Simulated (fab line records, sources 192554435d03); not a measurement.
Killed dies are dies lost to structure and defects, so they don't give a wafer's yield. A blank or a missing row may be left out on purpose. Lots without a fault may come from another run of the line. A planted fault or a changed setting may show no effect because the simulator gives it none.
Chamber matching | flow n5_finfet | N5_SD_EPI_N_DESCUM_14 on rie_diel-02: 4 sister chambers
The step chemistry O2, time 7.9 s. 14 wafers are shown with their chamber, then 7 later ones without.

WAFERS WITH THEIR CHAMBER
wafer  | chamber | drypump_motor_current_A (A) | throttle_valve_pct (%) | oes_product_au (a.u.)
L077.2 | 3       | 5.9                         | 20.17                  | 0.75
L077.3 | 1       | 5.4                         | 20.27                  | 0.86
L077.6 | 3       | 5.9                         | 20.16                  | 0.76
L078.2 | 3       | 5.9                         | 20.18                  | 0.76
L078.5 | 0       | 5.3                         | 20.10                  | 0.97
L078.6 | 1       | 5.5                         | 20.25                  | 0.87
L079.3 | 3       | 5.9                         | 20.19                  | 0.75
L079.4 | 1       | 5.5                         | 20.26                  | 0.86
L079.6 | 0       | 5.3                         | 20.09                  | 0.94
L081.1 | 3       | 5.9                         | 20.18                  | 0.74
L081.3 | 2       | 6.4                         | 20.53                  | 0.68
L081.6 | 2       | 6.4                         | 20.54                  | 0.69
L083.1 | 2       | 6.4                         | 20.54                  | 0.68
L083.3 | 0       | 5.3                         | 20.12                  | 0.92

SIGNATURES (means of the wafers above)
reading                 | chamber 0 | chamber 1 | chamber 2 | chamber 3 | scatter within a chamber
drypump_motor_current_A | 5.300     | 5.467     | 6.400     | 5.900     | 0.0258
throttle_valve_pct      | 20.1033   | 20.2600   | 20.5367   | 20.1760   | 0.0112
oes_product_au          | 0.9433    | 0.8633    | 0.6833    | 0.7520    | 0.013
Rule: a wafer's distance from a chamber is the root of the sum, over the readings, of the square of ((its reading less the chamber's mean) divided by the reading's scatter). The wafer belongs to the nearest chamber; if the next one is less than 2 further off, it can't be placed. The scatter: the root of (the sum of the squares of (reading less its chamber's mean) over the shown wafers, divided by (wafers less chambers)).

WAFERS WITHOUT THEIR CHAMBER
wafer  | drypump_motor_current_A (A) | throttle_valve_pct (%) | oes_product_au (a.u.)
L083.5 | 5.3                         | 20.13                  | 0.92
L092.1 | 6.4                         | 20.58                  | 0.67
L092.3 | 5.5                         | 20.32                  | 0.82
L092.5 | 5.3                         | 20.14                  | 0.88
L097.2 | 5.9                         | 20.22                  | 0.73
L097.4 | 6.4                         | 20.58                  | 0.66
L097.6 | 5.9                         | 20.24                  | 0.73

WHICH CHAMBER EACH WENT THROUGH
wafer  | from the rows above | in truth
L083.5 | 0                   | 0
L092.1 | 2                   | 2
L092.3 | 1                   | 1
L092.5 | 0                   | 0
L097.2 | 3                   | 3
L097.4 | 2                   | 2
L097.6 | 3                   | 3
Placed correctly: 7 of 7. Can't be placed from these rows: 0. Placed wrongly: 0.
